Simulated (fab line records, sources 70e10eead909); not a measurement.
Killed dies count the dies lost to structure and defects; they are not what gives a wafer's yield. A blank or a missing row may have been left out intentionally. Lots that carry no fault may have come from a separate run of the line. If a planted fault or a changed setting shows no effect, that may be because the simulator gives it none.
fab line records | flow nand-harc
record: lots: 13 wafers: 39 last-day: 33
route steps=1302 shown P_GATE@172
lots with no fault: from the same line, run without faults
start-h: hours from the record's first day to the start of the lot's first wafer shown | wait-h: hours elapsed since this lot's preceding step | " identical to the entry in the row above | L1.1+2: a row that stands for several wafers | - no value, or no start was given | * or withheld: withheld | < > ~ a bound
route shown NAME@n: a module of which the file shows steps, and the number in the route of the first | usual: mean/standard deviation taken from wafers without a fault | same: alike in all rows | chamber/n: place in a boat | sites: each site's reading | _std_site: how widely they spread, as a standard deviation | _edge_site: mean of outer sites minus mean of inner sites | radius-mm: how far each site lies from the wafer's centre | mask NAME#n: copy n | behind: the most recent tool/chamber to have shaped the wafer | hold: reason for holding the lot/hours on hold/outcome of the hold | device: the transistor (n, p or np) that didn't switch | end of line: the route-end tests of the same wafers | a step with no rows: only its recipe | killed: at the first sort, the dies lost to defects and structure; wafer yield is something else | map: shows each die of a wafer: x if killed, . if not, _ if none is there
set.NAME: the setting the step ran with; set.NAME@STEP: the setting that earlier step ran with | model.NAME: the simulator's own value behind a step, which no gauge read
route steps across a sampled set of lots; one table per step, one row per wafer
services: a tool's chamber out of use, with start hour (start-h, from the record's first day; less than 0 if before it), hours out, and reason
== steps ==
step: NHARC_P_GATE_DESCUM_48
recipe: time-s: 3 o2-flow-sccm: 200 ar-flow-sccm: 0 bias-power-w: 0 chemistry: O2
usual: drypump-motor-current-A: 5.8/0.41 mfc-ar-sccm: 0.010/0.012 oes-product-au: 1.000/0.0072 rf-vpp-V: 57.9/0.89 showerhead-plenum-p-Torr: 1.95/0.095 throttle-valve-pct: 11.310/0.0083
columns lot.wafer tool chamber start-h wait-h drypump-motor-current-A mfc-ar-sccm oes-product-au rf-hours-counter-h rf-vpp-V showerhead-plenum-p-Torr throttle-valve-pct
L509.1 rie-diel-05 0 116.43 - 6.1 0.002 0.995 2.8 57.4 1.85 11.298
L509.6 " 2 " " 5.6 0.010 1.002 - 56.6 1.89 11.316
L509.5 " 0 " " 6.1 0.002 0.996 - 58.5 1.85 11.335
L511.4 rie-diel-05 0 130.13 - 6.1 0.002 0.980 3.0 56.5 1.85 11.319
L511.2 " 1 " " 6.4 0.026 0.995 3.4 58.2 2.05 11.300
L511.6 " 2 " " 5.6 0.010 0.995 - 57.8 1.89 11.293
L512.1 rie-diel-12 1 139.67 - 5.5 0 1.011 1.4 58.2 2.06 11.307
L512.5 " 3 " " 5.6 0 1.009 - 59.4 1.81 11.318
L512.6 " 0 " " 5.9 0 1.004 - 56.4 1.79 11.314
L513.4 rie-diel-05 3 143.35 - 6.0 0 1.001 4.3 58.1 1.97 11.322
L513.1 " 2 " " 5.6 0.010 0.998 5.2 57.3 1.89 11.307
L513.5 " 0 " " 6.1 0.002 0.995 - 58.8 1.84 11.313
L515.1 rie-diel-05 0 167.70 - 6.1 0.002 1.001 5.0 57.7 1.84 11.308
L515.2 " 1 " " 6.5 0.026 0.999 6.1 58.4 2.05 11.318
L515.6 " 3 " " 6.0 0 0.999 - 57.9 1.97 11.311
L516.4 rie-diel-12 0 183.82 - 5.8 0 0.998 3.5 56.5 1.79 11.302
L516.1 " 1 " " 5.5 0 0.999 2.7 59.6 2.06 11.330
L516.3 " 3 " " 5.6 0 0.993 3.4 58.6 1.81 11.310
L517.1 rie-diel-01 3 185.55 - 5.5 0.033 1.009 10.1 58.7 2.03 11.305
L517.2 " 0 " " 4.8 0 1.001 10.2 57.3 2.00 11.303
L517.3 " 2 " " 5.3 0.019 0.994 10.3 57.8 2.04 11.306
L518.4 rie-diel-12 1 198.61 - 5.5 0 0.995 4.0 57.6 2.06 11.322
L518.3 " 3 " " 5.6 0 1.003 4.2 57.9 1.81 11.305
L518.5 " 1 " " 5.5 0 1.002 - 58.0 2.06 11.322
L519.3 rie-diel-12 1 209.56 - 5.5 0 1.000 4.4 58.5 2.06 11.307
L519.2 " 2 " " 5.8 0.008 0.993 5.0 57.4 1.92 11.302
L519.6 " 0 " " 5.8 0 1.002 - 56.9 1.79 11.300
L520.1 rie-diel-01 0 224.86 - 4.8 0 1.005 0.3 56.3 2.00 11.305
L520.4 " 1 " " 5.9 0.026 0.991 0.4 57.1 2.04 11.319
L520.6 " 0 " " 4.8 0 0.998 - 57.3 2.00 11.315
L529.3 rie-diel-01 1 310.23 - 5.9 0.026 0.999 6.7 58.4 2.04 11.301
L529.6 " 2 " " 5.3 0.019 1.002 - 59.9 2.04 11.315
L529.5 " 3 " " 5.5 0.033 0.992 - 58.7 2.03 11.314
L530.4 rie-diel-05 0 317.75 - 6.1 0.002 0.989 3.5 58.7 1.84 11.301
L530.1 " 1 " " 6.5 0.026 1.003 3.4 58.2 2.05 11.316
L530.3 " 3 " " 6.0 0 1.014 3.3 57.2 1.97 11.311
L531.4 rie-diel-05 1 328.26 - 6.4 0.026 1.020 4.1 57.8 2.05 11.302
L531.6 " 0 " " 6.1 0.002 1.001 - 58.2 1.84 11.299
L531.5 " 1 " " 6.4 0.026 1.007 - 57.5 2.05 11.300
step: NHARC_P_GATE_IMPLANT_94
recipe: energy-kev: 60 dose-cm2: 2e+15 tilt-deg: 7
usual: beam-energy-keV: 59.999/0.017
same: implant-ion-amu: 31
columns lot.wafer tool chamber start-h wait-h beam-energy-keV
L509.1 implanter-02 0 119.98 0.2 60.006
L509.5 " 0 " " 60.005
L509.6 " 0 " " 59.985
L511.2 implanter-01 0 133.75 0.2 59.967
L511.4 " 0 " " 59.974
L511.6 " 0 " " 59.980
L512.1 implanter-02 0 143.35 0.4 60.012
L512.5 " 0 " " 60.002
L512.6 " 0 " " 60.003
L513.1 implanter-01 0 146.86 0.1 59.974
L513.4 " 0 " " 59.983
L513.5 " 0 " " 59.979
L515.1 implanter-01 0 171.56 0.1 60.038
L515.2 " 0 " " 60.042
L515.6 " 0 " " 60.003
L516.1 implanter-02 0 187.43 0.1 60.017
L516.3 " 0 " " 60.008
L516.4 " 0 " " 59.996
L517.1 implanter-02 0 189.32 0.1 60.010
L517.2 " 0 " " 59.985
L517.3 " 0 " " 59.987
L518.3 implanter-02 0 202.03 0.2 60.005
L518.4 " 0 " " 59.999
L518.5 " 0 " " 60.014
L519.2 implanter-02 0 213.22 0.1 58.556
L519.3 " 0 " " 58.587
L519.6 " 0 " " 58.573
L520.1 implanter-02 0 228.35 0.1 58.572
L520.4 " 0 " " 58.611
L520.6 " 0 " " 58.572
L529.3 implanter-02 0 313.63 0.2 60.015
L529.5 " 0 " " 59.998
L529.6 " 0 " " 59.984
L530.1 implanter-02 0 321.25 0.1 59.992
L530.3 " 0 " " 60.021
L530.4 " 0 " " 59.981
L531.4 implanter-02 0 331.86 0.2 59.986
L531.5 " 0 " " 60.000
L531.6 " 0 " " 60.000
step: NHARC_P_GATE_STRIP_95
recipe: power-w: 1500 temp-c: 250 chemistry: O2
usual: drypump-motor-current-A: 5.9/0.52 heater-power-w: 385/43
columns lot.wafer tool chamber start-h wait-h drypump-motor-current-A heater-power-w rf-hours-counter-h
L509.1 plasma-asher-01 1 121.02 0.6 6.2 429 29
L509.6 " 1 " " 6.2 414 -
L509.5 " 0 " " 5.5 365 -
L511.2 plasma-asher-01 0 134.69 0.6 5.5 359 31
L511.4 " 0 " " 5.5 358 -
L511.6 " 0 " " 5.5 368 -
L512.1 plasma-asher-01 0 144.29 0.6 5.5 360 34
L512.6 " 0 " " 5.5 368 -
L512.5 " 1 " " 6.1 418 -
L513.1 plasma-asher-02 0 147.84 0.6 5.2 325 12
L513.4 " 0 " " 5.2 325 -
L513.5 " 1 " " 6.6 422 -
L515.2 plasma-asher-02 0 172.50 0.6 5.2 318 18
L515.1 " 1 " " 6.7 404 18
L515.6 " 1 " " 6.6 416 -
L516.1 plasma-asher-02 0 188.40 0.5 5.2 324 22
L516.3 " 1 " " 6.6 411 -
L516.4 " 0 " " 5.2 316 -
L517.2 plasma-asher-01 1 190.25 0.6 6.1 419 4
L517.1 " 0 " " 5.5 380 4
L517.3 " 1 " " 6.1 428 -
L518.4 plasma-asher-01 0 202.92 0.4 5.5 371 -
L518.3 " 1 " " 6.1 428 -
L518.5 " 0 " " 5.5 376 -
L519.2 plasma-asher-01 1 214.15 0.5 6.1 431 9
L519.3 " 1 " " 6.1 441 -
L519.6 " 1 " " 6.1 431 -
L520.1 plasma-asher-02 1 229.29 0.5 6.7 416 28
L520.4 " 0 " " 5.2 322 -
L520.6 " 1 " " 6.6 402 -
L529.3 plasma-asher-02 1 314.55 0.3 6.6 411 -
L529.5 " 0 " " 5.2 310 -
L529.6 " 1 " " 6.6 403 -
L530.1 plasma-asher-01 1 322.17 0.6 6.1 416 33
L530.3 " 1 " " 6.1 433 -
L530.4 " 0 " " 5.5 389 -
L531.4 plasma-asher-02 0 332.72 0.4 5.2 303 -
L531.6 " 0 " " 5.2 309 -
L531.5 " 1 " " 6.6 401 -
step: NHARC_P_GATE_DEGAS_109
recipe: temp-c: 300 time-s: 60
usual: heater-power-w: 441/30
columns lot.wafer tool chamber start-h wait-h heater-power-w
L509.1 pvd-sputter-01 - 121.91 0.1 470
L509.5 " - " " 495
L509.6 " - " " 450
L511.4 pvd-sputter-02 - 135.56 0.1 395
L511.2 " - " " 434
L511.6 " - " " 402
L512.1 pvd-sputter-02 - 145.17 0.1 439
L512.5 " - " " 412
L512.6 " - " " 428
L513.4 pvd-sputter-02 - 148.72 0.1 440
L513.1 " - " " 492
L513.5 " - " " 392
L515.2 pvd-sputter-02 - 173.39 0.1 438
L515.1 " - " " 410
L515.6 " - " " 440
L516.1 pvd-sputter-03 - 189.30 0.1 463
L516.3 " - " " 402
L516.4 " - " " 474
L517.1 pvd-sputter-01 - 191.12 0.1 483
L517.3 " - " " 471
L517.2 " - " " 396
L518.3 pvd-sputter-03 - 203.76 0.1 456
L518.4 " - " " 467
L518.5 " - " " 456
L519.2 pvd-sputter-02 - 215.00 0.1 400
L519.3 " - " " 441
L519.6 " - " " 399
L520.4 pvd-sputter-02 - 230.14 0.1 484
L520.1 " - " " 438
L520.6 " - " " 482
L529.3 pvd-sputter-01 - 315.39 0.1 413
L529.5 " - " " 466
L529.6 " - " " 412
L530.1 pvd-sputter-01 - 323.05 0.1 454
L530.4 " - " " 407
L530.3 " - " " 489
L531.4 pvd-sputter-02 - 333.58 0.1 447
L531.6 " - " " 410
L531.5 " - " " 456
== services ==
columns tool chamber start-h hours kind
plasma-asher-02 - 97.75 0.9 repair
pvd-sputter-02 - 104.00 10.0 pm
rie-diel-05 3 109.15 12.5 repair
pvd-sputter-01 - 130.55 2.9 repair
implanter-02 - 146.00 13.0 pm
rie-diel-12 3 161.48 14.6 repair
implanter-02 - 164.18 3.6 repair
plasma-asher-02 - 164.84 1.0 repair
plasma-asher-01 - 166.38 9.0 pm
implanter-02 - 205.98 1.0 repair
implanter-02 - 224.36 1.2 repair
pvd-sputter-01 - 226.00 10.0 pm
rie-diel-05 - 229.60 9.0 pm
rie-diel-12 0 240.26 1.3 repair
rie-diel-12 2 246.86 3.9 repair
plasma-asher-02 - 251.53 9.0 pm
pvd-sputter-01 - 262.44 5.5 repair
rie-diel-12 - 268.40 9.0 pm
implanter-02 - 272.91 1.8 repair
pvd-sputter-02 - 282.07 10.0 pm
implanter-02 - 314.13 0.8 repair
plasma-asher-02 - 315.07 0.5 repair
rie-diel-05 1 320.73 5.1 repair
rie-diel-05 2 322.31 4.4 repair
== key ==
first-sign: step: NHARC_P_GATE_IMPLANT_94 reading: beam-energy-keV direction: down sigmas: 85 usual: 59.999 struck: 58.579
effect none on later readings
met-at NHARC_P_GATE_IMPLANT_94
struck-lots L519,L520
tester-left-out L519,L520
not-acting-at NHARC_P_GATE_DESCUM_48,NHARC_P_GATE_STRIP_95,NHARC_P_GATE_DEGAS_109
onset-between 202.03 213.22
fault: kind: process-parameter-drift tool: implanter-02 chamber: - onset-h: 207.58 steps: NHARC_P_GATE_IMPLANT_94 channel: energy-kev offset: -1.4137 shape: step end-h: 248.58 acts-in: these-recipes-only stated: 60
tester-left-out: of these lots the tester's yield and bins aren't shown, on N5 and GAA mostly nor the transistor test; their killed dies are dies lost to structure and defects alone, not to doping, threshold or leakage, so they don't give the yield
